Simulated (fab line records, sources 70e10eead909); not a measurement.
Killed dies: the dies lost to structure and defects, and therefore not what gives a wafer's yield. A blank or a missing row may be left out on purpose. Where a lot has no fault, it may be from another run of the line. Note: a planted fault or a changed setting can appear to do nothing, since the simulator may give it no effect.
Chamber matching    flow nandHarc    4 sister chambers for NHARC_A_STAIRCASE_STRIP_476 on rieDiel-07
The step strips in O2, time 20 s. 4 wafers are shown with their chamber, then 8 later ones without.

WAFERS WITH THEIR CHAMBER
wafer   chamber  drypumpMotorCurrentA (A)
L887.5  1        5.9
L894.3  0        6.3
L894.6  3        4.9
L895.3  2        6.2

WAFERS MISSING THEIR CHAMBER
wafer   drypumpMotorCurrentA (A)
L895.4  6.3
L895.5  4.9
L896.2  6.3
L896.3  5.0
L896.6  5.9
L898.3  4.9
L898.4  5.9
L898.5  4.9

EACH ONE'S CHAMBER
wafer   from the rows above  in truth
L895.4  0                    0
L895.5  3                    3
L896.2  0                    0
L896.3  3                    3
L896.6  1                    1
L898.3  3                    3
L898.4  1                    1
L898.5  3                    3
Correctly placed: 8 of 8. Left unplaced by these rows: 0. Wrongly placed: 0.
How it was worked out, from the rows above alone: a wafer's distance from a chamber is the root of the sum, over the readings, of the square of ((its reading less the chamber's mean) divided by the reading's scatter). If the next closest chamber is less than 2 further off than the closest, the wafer can't be placed; otherwise it belongs to the closest. Each chamber's mean is taken over the wafers shown for it. The scatter: with one shown wafer a chamber, the root of the mean of the squares of how far each hidden wafer lies from its nearest shown one.
